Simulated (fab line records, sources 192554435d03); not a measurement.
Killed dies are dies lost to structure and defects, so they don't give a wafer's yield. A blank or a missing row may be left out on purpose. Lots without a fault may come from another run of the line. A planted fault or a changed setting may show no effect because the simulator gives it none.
Chamber matching | flow n5_finfet | N5_BEOL_M11_ALD_74 on ald_metal-02: 4 sister chambers
The step deposits TaN, target thk 2 nm, pulse time 2 s, purge time 3 s. 4 wafers are shown with their chamber, then 12 later ones without.

WAFERS WITH THEIR CHAMBER
wafer  | chamber | heater_power_w (W)
L081.6 | 0       | 336
L084.4 | 2       | 352
L092.3 | 3       | 362
L092.5 | 1       | 380

WAFERS WITHOUT THEIR CHAMBER
wafer  | heater_power_w (W)
L094.3 | 387
L094.4 | 363
L094.5 | 356
L093.2 | 354
L093.4 | 379
L093.6 | 333
L097.1 | 353
L097.2 | 388
L097.3 | 337
L097.4 | 361
L097.5 | 378
L097.6 | 358

WHICH CHAMBER EACH WENT THROUGH
wafer  | from the rows above     | in truth
L094.3 | 1                       | 1
L094.4 | 3                       | 3
L094.5 | can't be placed: 2 or 3 | 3
L093.2 | can't be placed: 2 or 3 | 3
L093.4 | 1                       | 1
L093.6 | 0                       | 0
L097.1 | 2                       | 2
L097.2 | 1                       | 1
L097.3 | 0                       | 0
L097.4 | 3                       | 3
L097.5 | 1                       | 1
L097.6 | can't be placed: 3 or 2 | 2
Placed correctly: 9 of 12. Can't be placed from these rows: 3 (the true chamber is among the candidates in 3). Placed wrongly: 0.
How it was worked out, from the rows above alone: a wafer's distance from a chamber is the root of the sum, over the readings, of the square of ((its reading less the chamber's mean) divided by the reading's scatter). The wafer belongs to the nearest chamber; if the next one is less than 2 further off, it can't be placed. A chamber's mean is the mean of its shown wafers. The scatter: with one shown wafer a chamber, the root of the mean of the squares of how far each hidden wafer lies from its nearest shown one.
